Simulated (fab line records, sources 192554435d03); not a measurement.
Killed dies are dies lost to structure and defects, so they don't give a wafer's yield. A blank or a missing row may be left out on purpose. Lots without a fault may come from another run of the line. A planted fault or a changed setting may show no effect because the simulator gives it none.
Chamber matching | flow n5_finfet | N5_BEOL_M8_PECVD_70 on pecvd-01: 3 sister chambers
The step deposits SiO2 from TEOS/O2, target thk 20 nm, time 22.7 s. 3 wafers are shown with their chamber, then 7 later ones without.

WAFERS WITH THEIR CHAMBER
wafer  | chamber | throttle_valve_pct (%)
L380.3 | 1       | 26.1
L388.2 | 2       | 22.7
L388.3 | 0       | 21.9

WAFERS WITHOUT THEIR CHAMBER
wafer  | throttle_valve_pct (%)
L388.5 | 22.5
L390.1 | 21.8
L390.5 | 26.3
L390.6 | 22.5
L392.3 | 21.8
L392.4 | 22.7
L392.6 | 26.1

WHICH CHAMBER EACH WENT THROUGH
wafer  | from the rows above | in truth
L388.5 | 2                   | 2
L390.1 | 0                   | 0
L390.5 | 1                   | 1
L390.6 | 2                   | 2
L392.3 | 0                   | 0
L392.4 | 2                   | 2
L392.6 | 1                   | 1
Placed correctly: 7 of 7. Can't be placed from these rows: 0. Placed wrongly: 0.
How it was worked out, from the rows above alone: a wafer's distance from a chamber is the root of the sum, over the readings, of the square of ((its reading less the chamber's mean) divided by the reading's scatter). The wafer belongs to the nearest chamber; if the next one is less than 2 further off, it can't be placed. A chamber's mean is the mean of its shown wafers. The scatter: with one shown wafer a chamber, the root of the mean of the squares of how far each hidden wafer lies from its nearest shown one.
